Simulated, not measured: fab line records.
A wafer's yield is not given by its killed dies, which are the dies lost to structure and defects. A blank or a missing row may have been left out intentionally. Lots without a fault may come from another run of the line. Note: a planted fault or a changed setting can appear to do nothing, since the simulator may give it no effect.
Tool commonality check    flow nand-harc    Sampled: 12 lots, 36 wafers

== REASON FOR OPENING ==
On 2 of the 12 lots, a flag is raised at NHARC_A_ONON_D1_THK_MEAS_11 on the reading thk-nm. No-fault wafers: 995 nm, standard deviation 10.
Rule: a lot is flagged when every wafer of it that has a number lies more than 4 standard deviations from that mean, or none has a number. The other lots count as sound.

lot   measured      on             thk-nm (nm), wafer by wafer  flag
L457  day 7 12:35   film-metro-02  1013 1012 1011               
L459  day 8 15:07   film-metro-01  995 998 999                  
L462  day 9 16:56   film-metro-02  985 984 983                  
L461  day 9 16:56   film-metro-01  994 996 995                  
L463  day 10 07:30  film-metro-02  620 620 620                  FLAGGED
L466  day 11 07:37  film-metro-02  625 625 626                  FLAGGED
L472  day 13 22:55  film-metro-02  990 987 989                  
L473  day 14 14:18  film-metro-02  973 974 975                  
L475  day 15 08:20  film-metro-02  985 985 984                  
L477  day 16 00:37  film-metro-01  983 984 985                  
L479  day 16 22:52  film-metro-01  987 990 989                  
L480  day 17 07:16  film-metro-01  986 986 987                  
On average the flagged lots' numbers are 623 nm, which is -372 nm against the usual, or -37 standard deviations.

== WHICH TOOL RAN EACH LOT ==
Before the reading, the record contains 3 process steps out of a 1302-step route. In each cell: the tool, then ch and the chambers that the sampled wafers went through, then the start.
lot   flag     NHARC_P_BONDPAD_ETCH_37             NHARC_P_BONDPAD_PRE_CLEAN_26             NHARC_A_ONON_D1_DEP_09
L457           rie-diel-04 ch 0,2,3, day 6 09:06   pvd-sputter-01, day 6 12:02 or earlier   pecvd-onon-01 ch 0, day 7 12:14
L459           rie-diel-04 ch 0,1,3, day 7 11:25   pvd-sputter-01, day 7 14:21 or earlier   pecvd-onon-01 ch 0, day 8 14:35
L462           rie-diel-02 ch 0,3, day 8 13:50     pvd-sputter-02, day 8 16:46 or earlier   pecvd-onon-01 ch 0, day 9 16:26
L461           rie-diel-02 ch 0,2, day 8 09:20     pvd-sputter-01, day 8 10:17              pecvd-onon-04 ch 0, day 9 16:25
L463  FLAGGED  rie-diel-04 ch 0,2,3, day 9 03:40   pvd-sputter-01, day 9 06:54 or earlier   pecvd-onon-01 ch 0, day 10 07:02
L466  FLAGGED  rie-diel-07 ch 0,2,3, day 10 04:33  pvd-sputter-03, day 10 07:37 or earlier  pecvd-onon-01 ch 0, day 11 07:07
L472           rie-diel-02 ch 2,3, day 12 19:43    pvd-sputter-01, day 12 22:39 or earlier  pecvd-onon-04 ch 0, day 13 22:24
L473           rie-diel-02 ch 0,2,3, day 13 08:52  pvd-sputter-01, day 13 11:47 or earlier  pecvd-onon-01 ch 0, day 14 13:47
L475           rie-diel-02 ch 0,1,3, day 14 04:56  pvd-sputter-03, day 14 07:52 or earlier  pecvd-onon-04 ch 0, day 15 07:52
L477           rie-diel-04 ch 0,2, day 14 22:31    pvd-sputter-02, day 15 01:28 or earlier  pecvd-onon-01 ch 0, day 16 00:09
L479           rie-diel-02 ch 0,1,3, day 15 19:16  pvd-sputter-02, day 15 22:14 or earlier  pecvd-onon-01 ch 0, day 16 22:21
L480           rie-diel-02 ch 0,1,2, day 15 23:21  pvd-sputter-03, day 16 02:17 or earlier  pecvd-onon-04 ch 0, day 17 06:45
What is done by these steps:
- NHARC_P_BONDPAD_ETCH_37: etches the open film in N2/H2, target depth 60 nm, overetch 18 nm, time 65.91 s.
- NHARC_P_BONDPAD_PRE_CLEAN_26: time 30 s.
- NHARC_A_ONON_D1_DEP_09: target thk 1000 nm.
- NHARC_A_ONON_D1_THK_MEAS_11: measures by ellipsometry.

== FLAGGED AGAINST TOTAL, ONE TOOL AT A TIME (gauges that did the reading follow at the end) ==
step                          tool            lots run  flagged  share of the flagged lots  sound lots run after its first flagged lot
NHARC_P_BONDPAD_ETCH_37       rie-diel-02     7         0        none                       -
NHARC_P_BONDPAD_ETCH_37       rie-diel-04     4         1        some                       1 (L477)
NHARC_P_BONDPAD_ETCH_37       rie-diel-07     1         1        some                       0
NHARC_P_BONDPAD_PRE_CLEAN_26  pvd-sputter-01  6         1        some                       2 (L472,L473)
NHARC_P_BONDPAD_PRE_CLEAN_26  pvd-sputter-02  3         0        none                       -
NHARC_P_BONDPAD_PRE_CLEAN_26  pvd-sputter-03  3         1        some                       2 (L475,L480)
NHARC_A_ONON_D1_DEP_09        pecvd-onon-01   8         2        all                        3 (L473,L477,L479)
NHARC_A_ONON_D1_DEP_09        pecvd-onon-04   4         0        none                       -
NHARC_A_ONON_D1_THK_MEAS_11   film-metro-01   5         0        none                       -
NHARC_A_ONON_D1_THK_MEAS_11   film-metro-02   7         2        all                        3 (L472,L473,L475)
With no start given for some of its lots, NHARC_P_BONDPAD_PRE_CLEAN_26 uses the hours and lot order of NHARC_A_START_INSPECT_01.

== WHAT THE TABLE PERMITS ==
In 2 table rows, all flagged lots were run: pecvd-onon-01 (NHARC_A_ONON_D1_DEP_09), film-metro-02 (NHARC_A_ONON_D1_THK_MEAS_11).
- pecvd-onon-01 at NHARC_A_ONON_D1_DEP_09 ran 8 lots, 2 of them flagged. Sound lots ran on it after the first flagged one (L473, L477, L479), which a lasting fault on the whole tool wouldn't allow.
- film-metro-02 at NHARC_A_ONON_D1_THK_MEAS_11 ran 7 lots, 2 of them flagged. Sound lots ran on it after the first flagged one (L472, L473, L475), which a lasting fault on the whole tool wouldn't allow.
Every row of the table either missed a flagged lot or ran a sound lot after the first.

== WHAT WAS PUT IN BY THE SIMULATOR ==
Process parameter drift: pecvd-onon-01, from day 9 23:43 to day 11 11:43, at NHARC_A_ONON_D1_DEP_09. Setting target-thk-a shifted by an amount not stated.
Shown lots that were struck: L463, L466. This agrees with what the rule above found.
